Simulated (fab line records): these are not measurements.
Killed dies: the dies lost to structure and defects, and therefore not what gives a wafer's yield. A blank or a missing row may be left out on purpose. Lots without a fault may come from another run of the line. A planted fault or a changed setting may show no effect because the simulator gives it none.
Chamber matching + flow nand_harc + NHARC_A_STAIRCASE_TRIM_20 on rie_diel-05 has 4 sister chambers
The step chemistry O2, time 211.2 s. 4 wafers are shown with their chamber, then 11 later ones without.

WAFERS, EACH WITH ITS CHAMBER
| wafer  | chamber | drypump_motor_current_A (A) |
|--------|---------|-----------------------------|
| L081.6 | 0       | 5.86                        |
| L084.2 | 2       | 6.11                        |
| L086.5 | 1       | 6.06                        |
| L087.1 | 3       | 6.41                        |

WAFERS WHOSE CHAMBER IS MISSING
| wafer  | drypump_motor_current_A (A) |
|--------|-----------------------------|
| L087.3 | 5.86                        |
| L087.4 | 6.13                        |
| L090.1 | 5.84                        |
| L090.4 | 6.13                        |
| L090.6 | 5.84                        |
| L095.1 | 5.87                        |
| L095.3 | 6.40                        |
| L095.6 | 6.40                        |
| L096.1 | 6.08                        |
| L096.4 | 6.41                        |
| L096.6 | 6.12                        |

WHICH CHAMBER EACH WENT THROUGH
| wafer  | from the rows above     | in truth |
|--------|-------------------------|----------|
| L087.3 | 0                       | 0        |
| L087.4 | 2                       | 2        |
| L090.1 | 0                       | 0        |
| L090.4 | 2                       | 2        |
| L090.6 | 0                       | 0        |
| L095.1 | 0                       | 0        |
| L095.3 | 3                       | 3        |
| L095.6 | 3                       | 3        |
| L096.1 | can't be placed: 1 or 2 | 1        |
| L096.4 | 3                       | 3        |
| L096.6 | 2                       | 2        |
Correctly placed: 10 of 11. Can't be placed from these rows: 1 (the true chamber is among the candidates in 1). 0 placed wrongly.
How it was worked out, from the rows above alone: a wafer's distance from a chamber is the root of the sum, over the readings, of the square of ((its reading less the chamber's mean) divided by the reading's scatter). If the next closest chamber is less than 2 further off than the closest, the wafer can't be placed; otherwise it belongs to the closest. Each chamber's mean is taken over the wafers shown for it. The scatter (one wafer shown for each chamber): square how far every hidden wafer sits from the nearest shown wafer, average those squares and take the square root.
